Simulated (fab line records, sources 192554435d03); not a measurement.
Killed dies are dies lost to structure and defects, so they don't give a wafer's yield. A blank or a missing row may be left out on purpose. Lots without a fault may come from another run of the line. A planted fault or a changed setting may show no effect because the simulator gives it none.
Which tool did it? | flow n5_finfet | 9 lots, 27 wafers sampled, at 6 steps of a route of 1938

WHAT THE GAUGES READ, wafer by wafer
N5_BEOL_M4_RC_MEAS_101. Usual: DIBL_N 36.3 mV/V, standard deviation 1.7; DIBL_P 36.5 mV/V, standard deviation 1.8; IOFF_N 0.16 nA/um, standard deviation 0.033; IOFF_P 0.21 nA/um, standard deviation 0.037; ION_N 675 uA/um, standard deviation 11; ION_P 462 uA/um, standard deviation 7.9; SS_N 71.6 mV/dec, standard deviation 0.64; SS_P 73.3 mV/dec, standard deviation 0.68; VT_N 249 mV, standard deviation 3.3; VT_P -250 mV, standard deviation 3.3.
lot  | measured     | on        | DIBL_N (mV/V)  | DIBL_P (mV/V)  | IOFF_N (nA/um) | IOFF_P (nA/um) | ION_N (uA/um) | ION_P (uA/um) | SS_N (mV/dec)  | SS_P (mV/dec)  | VT_N (mV)   | VT_P (mV)      | flag
L565 | day 8 07:23  | prober-01 | 37.0 35.9 36.4 | 37.9 36.4 36.4 | 0.16 0.14 0.14 | 0.23 0.22 0.21 | 674 669 675   | 464 461 471   | 71.5 71.1 71.3 | 73.7 73.5 73.1 | 249 251 251 | -251 -250 -250 |
L567 | day 8 14:43  | prober-01 | 36.4 38.2 37.6 | 35.8 38.6 37.2 | 0.15 0.19 0.16 | 0.22 0.26 0.24 | 672 682 671   | 463 470 466   | 72.0 71.9 72.3 | 72.9 74.6 74.0 | 249 245 250 | -248 -246 -245 |
L569 | day 9 10:17  | prober-01 | 37.3 36.6 37.0 | 38.4 36.7 37.8 | 0.18 0.17 0.17 | 0.24 0.22 0.24 | 680 688 676   | 466 459 465   | 72.3 71.7 72.3 | 72.8 72.8 73.0 | 247 250 249 | -251 -253 -248 |
L573 | day 10 07:21 | prober-01 | 34.9 35.6 33.3 | 35.2 36.8 33.1 | 0.15 0.16 0.12 | 0.22 0.23 0.19 | 679 675 690   | 467 467 479   | 71.0 71.6 70.1 | 73.7 74.1 72.8 | 249 249 254 | -250 -248 -249 |
L574 | day 10 09:15 | prober-01 | 35.8 35.6 34.2 | 36.3 34.7 33.9 | 0.16 0.15 0.13 | 0.20 0.17 0.17 | 684 666 657   | 464 450 448   | 71.3 71.1 71.1 | 72.9 72.7 72.1 | 249 249 251 | -251 -253 -253 |
L577 | day 11 13:41 | prober-01 | 35.8 39.6 36.3 | 36.1 39.5 36.7 | 0.17 0.23 0.17 | 0.27 0.32 0.27 | 673 683 690   | 471 470 478   | 71.4 71.9 71.5 | 73.0 73.3 72.8 | 247 245 247 | -244 -241 -243 |
L583 | day 13 00:05 | prober-02 | 33.4 35.3 34.3 | 33.1 34.8 33.9 | 0.13 0.16 0.14 | 0.17 0.19 0.18 | 682 677 672   | 465 462 459   | 71.4 71.3 71.9 | 72.7 73.6 73.2 | 251 247 250 | -254 -251 -252 |
L585 | day 13 10:11 | prober-02 | 36.2 37.3 37.5 | 35.1 36.3 37.0 | 0.14 0.16 0.16 | 0.17 0.18 0.20 | 662 677 673   | 447 458 458   | 71.2 72.1 71.5 | 73.8 73.9 74.2 | 253 249 247 | -251 -254 -253 |
L586 | day 13 10:06 | prober-01 | 33.2 36.3 36.8 | 33.6 37.7 38.6 | 0.12 0.18 0.19 | 0.16 0.21 0.22 | 669 678 677   | 452 461 458   | 71.2 71.9 72.1 | 72.4 74.4 74.3 | 252 248 246 | -256 -250 -253 |

WHICH TOOL RAN EACH LOT (tool, then ch and the chambers of the sampled wafers, then the start)
lot  | N5_BEOL_M0_CUTY_ETCH_62            | N5_BEOL_M0_PRE_CLEAN_113     | N5_BEOL_M0_ALD_136                  | N5_BEOL_M0_SPUTTER_116       | N5_BEOL_M0_CMP_120
L565 | rie_diel-06 ch 1,3, day 6 07:45    | pvd_sputter-03, day 6 13:47  | ald_metal-03 ch 0,2,3, day 6 13:51  | pvd_sputter-01, day 6 14:40  | cmp-01 ch 1,2, day 6 16:05
L567 | rie_diel-06 ch 1,2,3, day 6 14:01  | pvd_sputter-02, day 6 15:25  | ald_metal-04 ch 0,1,3, day 6 15:28  | pvd_sputter-02, day 6 17:59  | cmp-04 ch 0,1,2, day 6 18:50
L569 | rie_diel-01 ch 0,3, day 7 07:30    | pvd_sputter-01, day 7 12:03  | ald_metal-03 ch 0,1,2, day 7 12:11  | pvd_sputter-03, day 7 12:51  | cmp-01 ch 0,2,3, day 7 13:43
L573 | rie_diel-03 ch 1,2, day 8 09:07    | pvd_sputter-02, day 8 10:49  | ald_metal-03 ch 0,1,2, day 8 10:53  | pvd_sputter-01, day 8 11:29  | cmp-03 ch 1,2,3, day 8 12:25
L574 | rie_diel-01 ch 0,2,3, day 8 12:53  | pvd_sputter-03, day 8 16:44  | ald_metal-03 ch 0,2,3, day 8 17:01  | pvd_sputter-03, day 8 17:33  | cmp-01 ch 1,3, day 8 18:25
L577 | rie_diel-06 ch 2,3, day 9 12:48    | pvd_sputter-03, day 9 14:57  | ald_metal-02 ch 0,2,3, day 9 15:02  | pvd_sputter-03, day 9 15:56  | cmp-01 ch 0,1,3, day 9 16:47
L583 | rie_diel-03 ch 0,1,3, day 10 20:24 | pvd_sputter-01, day 11 00:08 | ald_metal-04 ch 0,1,2, day 11 00:12 | pvd_sputter-01, day 11 00:40 | cmp-04 ch 0,2,3, day 11 01:34
L585 | rie_diel-01 ch 1,2, day 11 07:35   | pvd_sputter-02, day 11 13:23 | ald_metal-02 ch 0,3, day 11 13:27   | pvd_sputter-01, day 11 13:56 | cmp-03 ch 1,2,3, day 11 14:52
L586 | rie_diel-03 ch 1,2, day 11 13:49   | pvd_sputter-03, day 11 15:38 | ald_metal-02 ch 0,2,3, day 11 15:42 | pvd_sputter-02, day 11 16:13 | cmp-04 ch 0,1, day 11 17:07
- N5_BEOL_M0_CUTY_ETCH_62: etches SiARC in CF4, time 58.5 s.
- N5_BEOL_M0_PRE_CLEAN_113: time 30 s.
- N5_BEOL_M0_ALD_136: deposits TaN, pulse time 2 s, purge time 3 s, co reactant purge time 2 s.
- N5_BEOL_M0_SPUTTER_116: material Cu, target thk 4 nm, time 7.37 s.
- N5_BEOL_M0_CMP_120: polishes, stops on SiOC, t overpolish 6.9 s.

WHAT THE TOOLS THEMSELVES READ (means of the sampled wafers that have a number; where no wafer has one, the mark that the record gives instead)
N5_BEOL_M0_CUTY_ETCH_62. Usual: cf4_flow_sccm 99.93 sccm, standard deviation 0.28; drypump_motor_current_A 5.5 A, standard deviation 0.51; etch_rf_on_time_s 58.5 s, standard deviation 1.2; oes_product_au 0.67 a.u., standard deviation 0.06; rf_vpp_V 184.1 V, standard deviation 1.2; showerhead_plenum_p_Torr 2.15 Torr, standard deviation 0.073; throttle_valve_pct 15.62 %, standard deviation 0.26.
lot  | tool        | cf4_flow_sccm (sccm) | drypump_motor_current_A (A) | etch_rf_on_time_s (s) | oes_product_au (a.u.) | rf_vpp_V (V) | showerhead_plenum_p_Torr (Torr) | throttle_valve_pct (%) | flag
L565 | rie_diel-06 | 99.71                | 5.2                         | 59.0                  | 0.70                  | 184.3        | 2.15                            | 15.46                  |
L567 | rie_diel-06 | 100.01               | 5.2                         | 58.2                  | 0.70                  | 183.8        | 2.11                            | 15.48                  |
L569 | rie_diel-01 | 100.09               | 5.9                         | 57.3                  | 0.67                  | 184.4        | 2.17                            | 15.65                  |
L573 | rie_diel-03 | 99.61                | 5.1                         | 59.3                  | 0.66                  | 183.2        | 2.07                            | 15.45                  |
L574 | rie_diel-01 | 99.92                | 5.7                         | 58.5                  | 0.67                  | 185.7        | 2.20                            | 15.69                  |
L577 | rie_diel-06 | 99.98                | 5.0                         | 59.1                  | 0.68                  | 183.6        | 2.07                            | 15.37                  |
L583 | rie_diel-03 | 99.83                | 5.6                         | 58.5                  | 0.67                  | 183.8        | 2.15                            | 15.57                  |
L585 | rie_diel-01 | 100.09               | 5.5                         | 58.8                  | 0.73                  | 184.3        | 2.15                            | 15.59                  |
L586 | rie_diel-03 | 99.60                | 5.4                         | 59.8                  | 0.60                  | 183.4        | 2.05                            | 15.71                  |

N5_BEOL_M0_PRE_CLEAN_113. Usual: heater_power_w 352 W, standard deviation 49.
lot  | tool           | heater_power_w (W) | flag
L565 | pvd_sputter-03 | 355                |
L567 | pvd_sputter-02 | 382                |
L569 | pvd_sputter-01 | 344                |
L573 | pvd_sputter-02 | 384                |
L574 | pvd_sputter-03 | 344                |
L577 | pvd_sputter-03 | 346                |
L583 | pvd_sputter-01 | 309                |
L585 | pvd_sputter-02 | 357                |
L586 | pvd_sputter-03 | 375                |

N5_BEOL_M0_ALD_136. Usual: heater_power_w 420 W, standard deviation 55; mfc_carrier_sccm 1499 sccm, standard deviation 4.6; precursor_vessel_pressure_torr 26.25 Torr, standard deviation 0.054.
lot  | tool         | heater_power_w (W) | mfc_carrier_sccm (sccm) | precursor_vessel_pressure_torr (Torr) | flag
L565 | ald_metal-03 | 418                | 1494                    | 26.29                                 |
L567 | ald_metal-04 | 448                | 1499                    | 26.25                                 |
L569 | ald_metal-03 | 420                | 1498                    | 26.31                                 |
L573 | ald_metal-03 | 421                | 1503                    | 26.31                                 |
L574 | ald_metal-03 | 411                | 1498                    | 26.21                                 |
L577 | ald_metal-02 | 400                | 1497                    | 26.25                                 |
L583 | ald_metal-04 | 399                | 1496                    | 26.25                                 |
L585 | ald_metal-02 | 363                | 1501                    | 26.33                                 |
L586 | ald_metal-02 | 407                | 1496                    | 26.28                                 |

N5_BEOL_M0_SPUTTER_116. Usual: chamber_pressure_pa 0.07 Pa, standard deviation 0.00015; throttle_valve_pct 30.5 %, standard deviation 0.85.
lot  | tool           | chamber_pressure_pa (Pa) | throttle_valve_pct (%) | flag
L565 | pvd_sputter-01 | 0.07                     | 31.0                   |
L567 | pvd_sputter-02 | 0.07                     | 30.6                   |
L569 | pvd_sputter-03 | 0.07                     | 30.2                   |
L573 | pvd_sputter-01 | 0.07                     | 30.7                   |
L574 | pvd_sputter-03 | 0.07                     | 30.6                   |
L577 | pvd_sputter-03 | 0.07                     | 30.2                   |
L583 | pvd_sputter-01 | 0.07                     | 30.8                   |
L585 | pvd_sputter-01 | 0.07                     | 30.8                   |
L586 | pvd_sputter-02 | 0.07                     | 30.6                   |

N5_BEOL_M0_CMP_120. Usual: barrier_field_endpoint_s 3.66 s, standard deviation 0.12; motor_current_A 6.1 A, standard deviation 0.68; pad_life_wafers 1372, standard deviation 470.
lot  | tool   | barrier_field_endpoint_s (s) | motor_current_A (A) | pad_life_wafers | flag
L565 | cmp-01 | 3.73                         | 6.2                 | 1442            |
L567 | cmp-04 | 3.65                         | 5.4                 | 1045            |
L569 | cmp-01 | 3.78                         | 6.7                 | 1604            |
L573 | cmp-03 | 3.30                         | 5.9                 | 1148            | OFF
L574 | cmp-01 | 3.17                         | 6.4                 | 1819            | OFF
L577 | cmp-01 | 3.66                         | 6.0                 | 1987            |
L583 | cmp-04 | 3.65                         | 5.9                 | 1879            |
L585 | cmp-03 | 3.62                         | 6.0                 | 1724            |
L586 | cmp-04 | 3.91                         | 5.8                 | 2034            |

THE ANSWER, worked out from the rows above alone
Rule: a lot is off if the mean of its wafers that have a number lies more than 3 standard deviations from the usual mean. A lot without any number at a reading at which 4 lots or more have one is off too. The other lots that the step has rows for count as sound. The gauges are gone through in route order, then the tools' own readings, and for those a lot's mean is taken as printed above. The first step at which some lot is off is used, and at that step the reading that is off furthest; a lot without a number counts as furthest.
Off: L573, L574, at N5_BEOL_M0_CMP_120 (barrier_field_endpoint_s).
A tool fits if, at that step or a process step before it, it ran every lot that is off, and no sound lot after the first of them. One fits: ald_metal-03 at N5_BEOL_M0_ALD_136. Its last sound lot is L569 (day 7 12:11), its first lot that is off L573 (day 8 10:53): a fault that began between those two fits.

WHAT THE SIMULATOR HAD PUT IN
Process parameter drift: ald_metal-03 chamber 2, from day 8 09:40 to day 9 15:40, at N5_BEOL_M0_ALD_136. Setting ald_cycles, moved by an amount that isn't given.
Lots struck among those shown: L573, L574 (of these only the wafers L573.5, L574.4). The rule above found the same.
